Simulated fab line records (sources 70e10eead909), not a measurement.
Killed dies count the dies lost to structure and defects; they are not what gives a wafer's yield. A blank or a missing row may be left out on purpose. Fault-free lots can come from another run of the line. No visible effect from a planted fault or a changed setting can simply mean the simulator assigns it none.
Matching of chambers    flow nand-harc    4 sister chambers for NHARC_A_BONDPAD_STRIP_15 on rie-diel-09
The step strips in O2. 21 wafers are shown with their chamber, then 10 later ones without.

== WAFERS PAIRED WITH THEIR CHAMBERS ==
wafer   chamber  drypump-motor-current-A (A)  oes-product-au (a.u.)  rf-vpp-V (V)
L859.1  0        6.4                          0.993                  58.2
L859.5  3        6.6                          1.017                  59.1
L859.6  2        4.9                          0.998                  58.4
L857.2  0        6.4                          0.994                  58.6
L857.5  3        6.6                          1.014                  56.1
L857.6  2        4.9                          0.992                  57.1
L858.1  2        4.9                          0.991                  59.2
L858.2  0        6.4                          0.988                  57.9
L858.5  3        6.6                          1.010                  55.9
L856.1  2        4.9                          0.989                  58.9
L856.3  0        6.4                          0.998                  57.9
L856.4  1        5.7                          1.001                  58.1
L864.2  3        6.6                          1.018                  58.4
L864.5  1        5.8                          1.013                  56.4
L864.6  2        4.9                          1.005                  58.7
L866.5  0        6.4                          0.999                  57.4
L872.1  2        4.9                          0.990                  57.9
L872.3  1        5.8                          1.017                  57.6
L872.6  1        5.8                          1.029                  59.1
L873.4  3        6.6                          1.008                  58.2
L873.5  1        5.7                          1.014                  58.1

SIGNATURES (means of the wafers above)
reading                  chamber 0  chamber 1  chamber 2  chamber 3  scatter within a chamber
drypump-motor-current-A  6.400      5.760      4.900      6.600      0.0266
oes-product-au           0.99440    1.01480    0.99417    1.01340    0.00662
rf-vpp-V                 58.000     57.860     58.367     57.540     0.968
Rule: a wafer lies at a distance from a chamber equal to the root of the sum of squares, over the readings, of (its reading less the chamber's mean, divided by the reading's scatter). The wafer belongs to the nearest chamber; if the next one is less than 2 further off, it can't be placed. The scatter: take each reading less its chamber's mean, square it, sum over the shown wafers, divide by the number of wafers less the number of chambers, and take the root.

== WAFERS MISSING THEIR CHAMBER ==
wafer   drypump-motor-current-A (A)  oes-product-au (a.u.)  rf-vpp-V (V)
L873.6  4.9                          0.997                  57.1
L877.1  4.9                          0.987                  57.9
L877.2  5.7                          1.004                  58.8
L877.6  6.6                          1.010                  55.2
L876.2  4.9                          0.991                  58.7
L876.3  6.5                          1.001                  54.6
L876.4  5.7                          1.009                  58.9
L879.2  4.9                          0.996                  58.8
L879.5  6.4                          0.984                  56.6
L879.6  5.7                          1.018                  56.5

== WHICH CHAMBER EACH WENT THROUGH ==
wafer   from the rows above      in truth
L873.6  2                        2
L877.1  2                        2
L877.2  1                        1
L877.6  3                        3
L876.2  2                        2
L876.3  can't be placed: 3 or 0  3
L876.4  1                        1
L879.2  2                        2
L879.5  0                        0
L879.6  1                        1
Correctly placed: 9 of 10. Can't be placed from these rows: 1 (the true chamber is among the candidates in 1). Number placed wrongly: 0.
